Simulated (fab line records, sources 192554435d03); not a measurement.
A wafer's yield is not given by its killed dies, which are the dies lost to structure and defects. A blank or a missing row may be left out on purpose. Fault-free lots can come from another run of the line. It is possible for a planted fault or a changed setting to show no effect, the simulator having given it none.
Matching of chambers    flow n5-finfet    cmp-04 running N5_BEOL_M4_CMP_52: 4 sister chambers
The step polishes, stops on SiOC, t overpolish 6.8 s, target thk 40 nm. 20 wafers are shown with their chamber, then 10 later ones without.

## EACH WAFER AND ITS CHAMBER
wafer   chamber  motor-current-A (A)  time-to-endpoint-s (s)  barrier-field-endpoint-s (s)
L077.3  0        5.6                  66.4                    25.2
L077.4  1        5.8                  63.6                    26.0
L077.6  3        6.0                  60.8                    24.8
L080.1  3        6.6                  63.6                    25.6
L080.4  0        5.6                  63.9                    26.2
L080.6  0        5.8                  62.1                    25.3
L081.4  1        6.4                  64.4                    25.2
L081.5  3        6.5                  64.3                    25.1
L081.6  0        5.8                  66.4                    25.4
L084.1  0        5.8                  66.9                    25.1
L084.2  1        6.3                  67.5                    25.4
L084.3  2        6.5                  68.7                    25.8
L086.2  1        6.4                  65.0                    24.2
L086.3  3        6.2                  61.8                    25.1
L086.5  1        5.9                  64.4                    25.3
L090.2  0        5.8                  62.0                    24.7
L090.5  2        6.8                  64.2                    25.7
L090.6  1        6.2                  63.7                    25.5
L095.1  3        5.9                  61.9                    24.6
L095.2  0        5.9                  62.4                    25.1

SIGNATURES (averages over the wafers above)
reading                   chamber 0  chamber 1  chamber 2  chamber 3  scatter within a chamber
motor-current-A           5.757      6.167      6.650      6.240      0.227
time-to-endpoint-s        64.300     64.767     66.450     62.480     1.91
barrier-field-endpoint-s  25.286     25.267     25.750     25.040     0.474
Rule: for a wafer and a chamber, the distance is found by dividing, reading by reading, the gap between the wafer's reading and the chamber's mean by the reading's scatter, squaring, summing and taking the root. The wafer belongs to the nearest chamber; if the next one is less than 2 further off, it can't be placed. How the scatter is found: for the shown wafers, subtract from each reading the mean of its chamber, square and add these, divide the total by (wafers less chambers), then take the root.

## WAFERS MISSING THEIR CHAMBER
wafer   motor-current-A (A)  time-to-endpoint-s (s)  barrier-field-endpoint-s (s)
L095.4  6.3                  63.7                    25.5
L094.1  6.3                  61.8                    23.8
L094.2  5.6                  62.2                    23.7
L094.6  6.5                  62.1                    24.1
L096.2  6.7                  62.0                    24.2
L096.4  5.8                  62.5                    25.1
L096.5  6.4                  64.4                    24.9
L097.1  6.4                  62.8                    24.3
L097.2  5.8                  61.8                    23.8
L097.5  6.9                  63.3                    24.9

## EACH ONE'S CHAMBER
wafer   from the rows above                in truth
L095.4  can't be placed: 1 or 3 or 2 or 0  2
L094.1  can't be placed: 3 or 1 or 0       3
L094.2  can't be placed: 0 or 3 or 1       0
L094.6  can't be placed: 3 or 1 or 2 or 0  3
L096.2  can't be placed: 3 or 1 or 2       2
L096.4  can't be placed: 0 or 3 or 1       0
L096.5  can't be placed: 3 or 1 or 2 or 0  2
L097.1  can't be placed: 3 or 1 or 0       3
L097.2  can't be placed: 3 or 0 or 1       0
L097.5  can't be placed: 2 or 3 or 1       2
Correctly placed: 0 of 10. From these rows, 10 cannot be placed; in 10 the true chamber is one of the candidates. Wrongly placed: 0.
